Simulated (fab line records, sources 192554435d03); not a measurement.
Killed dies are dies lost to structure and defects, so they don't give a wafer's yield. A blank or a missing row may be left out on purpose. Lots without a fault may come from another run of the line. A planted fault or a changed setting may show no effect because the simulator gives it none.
Which tool did it? | flow n5_finfet | 11 lots, 33 wafers sampled, at 2 steps of a route of 1938

WHAT THE GAUGES READ, wafer by wafer
N5_BEOL_M7_INSPECT_30: inspects for defects (brightfield).
lot  | measured     | on                | raw_defect_count
L535 | day 9 21:51  | defect_inspect-01 | 531 413 452
L536 | day 10 12:03 | defect_inspect-01 | 360 441 448
L537 | day 10 18:34 | defect_inspect-01 | 216 281 344
L539 | day 11 05:42 | defect_inspect-02 | 331 369 269
L541 | day 12 00:22 | defect_inspect-02 | 371 405 328
L544 | day 12 09:49 | defect_inspect-02 | 471 419 381
L546 | day 13 09:39 | defect_inspect-01 | 386 313 429
L547 | day 13 09:32 | defect_inspect-02 | 327 670 347
L548 | day 13 11:44 | defect_inspect-01 | 369 441 305
L549 | day 14 05:43 | defect_inspect-01 | 377 383 515
L552 | day 14 12:20 | defect_inspect-01 | 293 456 461

WHICH TOOL RAN EACH LOT (tool, then ch and the chambers of the sampled wafers, then the start)
lot  | N5_BEOL_M7_STRIP_19
L535 | rie_diel-02 ch 0,1,2, day 9 20:19
L536 | rie_diel-04 ch 0,2, day 10 11:04
L537 | rie_diel-05 ch 1,3, day 10 14:38
L539 | rie_diel-02 ch 0,1,3, day 11 03:36
L541 | rie_diel-05 ch 1,2,3, day 11 23:10
L544 | rie_diel-04 ch 0,1, day 12 06:28
L546 | rie_diel-04 ch 0,1, day 13 07:37
L547 | rie_diel-02 ch 0,2,3, day 13 07:52
L548 | rie_diel-05 ch 0,3, day 13 11:09
L549 | rie_diel-05 ch 0,1,3, day 14 02:57
L552 | rie_diel-02 ch 0,2,3, day 14 09:26
- N5_BEOL_M7_STRIP_19: strips in O2.

WHAT THE TOOLS THEMSELVES READ (means of the sampled wafers that have a number; where no wafer has one, the mark that the record gives instead)
N5_BEOL_M7_STRIP_19.
lot  | tool        | drypump_motor_current_A (A) | oes_product_au (a.u.) | rf_vpp_V (V) | showerhead_plenum_p_Torr (Torr) | throttle_valve_pct (%)
L535 | rie_diel-02 | 6.0                         | 0.93                  | 3.7          | 2.13                            | 16.55
L536 | rie_diel-04 | 5.5                         | 0.88                  | 3.8          | 2.15                            | 16.70
L537 | rie_diel-05 | 6.1                         | 0.76                  | 3.6          | 2.02                            | 16.59
L539 | rie_diel-02 | 5.9                         | 0.88                  | 2.9          | 2.11                            | 16.53
L541 | rie_diel-05 | 6.2                         | 0.79                  | 4.0          | 2.03                            | 16.65
L544 | rie_diel-04 | 5.4                         | 0.92                  | 3.7          | 2.13                            | 16.53
L546 | rie_diel-04 | 5.4                         | 0.90                  | 3.4          | 2.13                            | 16.54
L547 | rie_diel-02 | 6.1                         | 0.83                  | 3.2          | 2.13                            | 16.70
L548 | rie_diel-05 | 6.1                         | 0.74                  | 3.6          | 2.05                            | 16.64
L549 | rie_diel-05 | 5.8                         | 0.72                  | 3.8          | 2.05                            | 16.67
L552 | rie_diel-02 | 6.1                         | 0.81                  | 4.0          | 2.13                            | 16.72

THE ANSWER, worked out from the rows above alone
Rule: what is usual is taken from the lots themselves. Put in order of their means at a reading, lots are off if they are a third of the lots or fewer, leave a main group of 4 or more, and stand apart from it by a gap of 3 or more times the standard deviation of the main group's means; of several such gaps the widest counts. A main group whose means are all the same, to the digits that the tables above print for the reading, isn't used. A lot without any number at a reading at which 4 lots or more have one is off too. The other lots that the step has rows for count as sound. The gauges are gone through in route order, then the tools' own readings, and for those a lot's mean is taken as printed above. The first step at which some lot is off is used, and at that step the reading that is off furthest; a lot without a number counts as furthest.
No lot is off at any reading shown: from this, nothing can be told.

WHAT THE SIMULATOR HAD PUT IN
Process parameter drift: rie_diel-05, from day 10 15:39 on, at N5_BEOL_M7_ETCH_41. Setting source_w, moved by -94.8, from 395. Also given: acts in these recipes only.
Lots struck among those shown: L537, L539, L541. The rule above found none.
